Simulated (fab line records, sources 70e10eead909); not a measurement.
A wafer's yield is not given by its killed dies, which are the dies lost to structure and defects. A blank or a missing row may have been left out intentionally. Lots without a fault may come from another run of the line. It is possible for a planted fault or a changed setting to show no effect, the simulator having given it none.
Code-filled problem report in 8D (eight disciplines) form ; flow nand harc ; the parts of the form that need people (team, actions taken, sign-off) are left out

== 1. THE ISSUE ==
Wafers with no fault read 113.8 nm with a standard deviation of 1.3, whereas thk nm at NHARC_A_M0_THK_MEAS_24 reads a mean of 119.1 nm on 1 wafer of 1 lot. Relative to the usual mean, that is a shift of +4.1 standard deviations.
The step: measures by xrf.
The first sign was on wafer L135.3 at day 21 20:18, on film metro-02. The record has a number at this step for 36 wafers belonging to 12 lots. Rule for "out", or "out of limits": more than 4 standard deviations from the usual mean. The rest of the wafers with a number are treated as sound.

== 2. WHAT IT IS, AND WHAT IT ISN'T ==
question;is;is not
which readings at this step;thk nm;-
which lots;L135;L119, L120, L121, L122, L124, L126, L127, L129, L130, L133, L134
which wafers of those lots;L135.3;L135.1, L135.6
read on which gauges;film metro-02;film metro-01
when;from day 21 20:18;up to then (35 sound wafers)

== 3. WHAT RULES OUT EACH SUSPECT ==
Counting: if a tool at a process step up to the reading ran every lot that is out, it stays a suspect. Sound lots after the first of them don't rule it out here, since some wafers of a struck lot are sound.
- the gauge at NHARC_A_M0_THK_MEAS_24: ruled out. All the wafers that are out were read on film metro-02, but those of them that NHARC_A_M0_INSPECT_27 has rows for are out there too, on other tools.
- pvd sputter-02 at NHARC_A_M0_DEGAS_28 (time 60 s): kept. It ran the lot that is out, L135 (day 21 18:40); its last sound lot up to then is L130 (day 21 08:55).
- cmp-01 at NHARC_A_M0_CMP_23 (polishes, t overpolish 20 s, target thk 113.75 nm): kept. It ran the lot that is out, L135 (day 21 20:01); its last sound lot up to then is L133 (day 21 15:07).
- At NHARC_A_M0_CMP_23, inside cmp-01: chamber 1 took the wafers that are out, while their sound lot-mates went through chambers 0, 3.
The count leaves cmp-01 at NHARC_A_M0_CMP_23 and pvd sputter-02 at NHARC_A_M0_DEGAS_28.

== 4. THE CAUSE (what the simulator had put in) ==
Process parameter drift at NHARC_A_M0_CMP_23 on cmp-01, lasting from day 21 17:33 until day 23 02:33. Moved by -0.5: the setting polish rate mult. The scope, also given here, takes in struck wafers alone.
After counting, 2 suspects remain, this tool included.

== 5. THE EFFECT CHAIN, in route order ==
Each row: a reading whose mean over the struck wafers that have a number lies more than 3 standard deviations from the usual. Only readings whose record carries a usual standard deviation are examined. hours: median over the lots of the time between each lot's start at the first step of this table that gives one and its start at this step. sigmas: the change, counted in usual standard deviations.
hours;step;reading;usual;on struck wafers;change;sigmas
0;NHARC_A_M0_THK_MEAS_24;thk nm;113.8 nm;119.1;+5.3;+4.1
0;NHARC_A_M0_INSPECT_27;raw defect count;431;3113;+2682;+27
41;NHARC_END_SORT_01;defect limited yield;95.4 %;0.0;-95.4;-73
41;NHARC_END_SORT_01;killed at array;27;670;+643;+80
41;NHARC_END_SORT_01;killed dies;31;677;+646;+73
41;NHARC_END_SORT_01;sort_bin_3_pct;0.25 %;94.98;+94.73;+99 or more
41;NHARC_END_SORT_01;sort n pass;646;0;-646;-73
41;NHARC_END_SORT_01;sort rim yield pct;95.5 %;0.0;-95.5;-35
41;NHARC_END_SORT_01;sort yield pct;95.4 %;0.0;-95.4;-73

== 6. HOW IT WOULD HAVE BEEN CAUGHT EARLIER ==
In this record the first reading out of limits at a measuring or inspecting step was taken at day 21 20:18, 3 hours after the fault began at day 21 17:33.
Tool readings at NHARC_A_M0_CMP_23 with a usual standard deviation given in the record: none out on any struck wafer, hence no alarm at a limit of 4 standard deviations on them.
By day 21 20:18, every lot that is out (1) had started NHARC_A_M0_CMP_23 on cmp-01. A hold on the tool at that time would have spared none of them.
